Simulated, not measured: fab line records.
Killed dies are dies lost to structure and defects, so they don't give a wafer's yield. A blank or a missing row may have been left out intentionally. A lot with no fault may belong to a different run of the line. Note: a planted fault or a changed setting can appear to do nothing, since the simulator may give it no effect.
Chamber matching / flow n5 finfet / N5_PASSIVATION_PECVD_00 on pecvd-01: 3 sister chambers
The step deposits SiO2 from SiH4/N2O, target thk 200 nm, time 11.2 s. 3 wafers are shown with their chamber, then 7 later ones without.

## WAFERS PAIRED WITH THEIR CHAMBERS
wafer=L936.6; chamber=0; throttle valve pct (%)=51
wafer=L933.1; chamber=2; throttle valve pct (%)=47
wafer=L933.4; chamber=1; throttle valve pct (%)=56

## WAFERS MISSING THEIR CHAMBER
wafer=L933.5; throttle valve pct (%)=47
wafer=L934.2; throttle valve pct (%)=47
wafer=L934.3; throttle valve pct (%)=50
wafer=L934.6; throttle valve pct (%)=47
wafer=L935.1; throttle valve pct (%)=51
wafer=L935.5; throttle valve pct (%)=50
wafer=L935.6; throttle valve pct (%)=47

## EACH ONE'S CHAMBER
wafer=L933.5; from the rows above=2; in truth=2
wafer=L934.2; from the rows above=2; in truth=2
wafer=L934.3; from the rows above=0; in truth=0
wafer=L934.6; from the rows above=2; in truth=2
wafer=L935.1; from the rows above=0; in truth=0
wafer=L935.5; from the rows above=0; in truth=0
wafer=L935.6; from the rows above=2; in truth=2
Correct placement for 7 of the 7. From these rows, 0 cannot be placed. Number placed wrongly: 0.
How it was worked out, from the rows above alone: a wafer's distance from a chamber is the root of the sum, over the readings, of the square of ((its reading less the chamber's mean) divided by the reading's scatter). If the next closest chamber is less than 2 further off than the closest, the wafer can't be placed; otherwise it belongs to the closest. The mean given for a chamber averages the wafers shown for that chamber. The scatter: root of mean squared gap, hidden wafer to nearest shown wafer, with one shown wafer a chamber.
